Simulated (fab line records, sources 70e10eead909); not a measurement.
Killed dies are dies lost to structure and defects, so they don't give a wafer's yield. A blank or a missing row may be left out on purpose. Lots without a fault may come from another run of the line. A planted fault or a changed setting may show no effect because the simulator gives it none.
Chamber matching | flow nand_harc | NHARC_P_M2_DEP_33 on pecvd-03: 3 sister chambers
The step deposits SiCN, target thk 30 nm. 3 wafers are shown with their chamber, then 11 later ones without.

WAFERS WITH THEIR CHAMBER
wafer  | chamber | heater_power_w (W)
L090.4 | 2       | 496
L091.1 | 1       | 487
L092.2 | 0       | 559

WAFERS WITHOUT THEIR CHAMBER
wafer  | heater_power_w (W)
L092.4 | 491
L092.6 | 557
L093.3 | 469
L093.5 | 552
L093.6 | 574
L095.1 | 498
L095.3 | 496
L095.5 | 507
L097.2 | 512
L097.3 | 537
L097.4 | 546

WHICH CHAMBER EACH WENT THROUGH
wafer  | from the rows above     | in truth
L092.4 | can't be placed: 1 or 2 | 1
L092.6 | 0                       | 0
L093.3 | can't be placed: 1 or 2 | 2
L093.5 | 0                       | 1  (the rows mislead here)
L093.6 | 0                       | 0
L095.1 | can't be placed: 2 or 1 | 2
L095.3 | can't be placed: 2 or 1 | 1
L095.5 | can't be placed: 2 or 1 | 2
L097.2 | can't be placed: 2 or 1 | 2
L097.3 | can't be placed: 0 or 2 | 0
L097.4 | 0                       | 0
Placed correctly: 3 of 11. Can't be placed from these rows: 7 (the true chamber is among the candidates in 7). Placed wrongly: 1.
How it was worked out, from the rows above alone: a wafer's distance from a chamber is the root of the sum, over the readings, of the square of ((its reading less the chamber's mean) divided by the reading's scatter). The wafer belongs to the nearest chamber; if the next one is less than 2 further off, it can't be placed. A chamber's mean is the mean of its shown wafers. The scatter: with one shown wafer a chamber, the root of the mean of the squares of how far each hidden wafer lies from its nearest shown one.
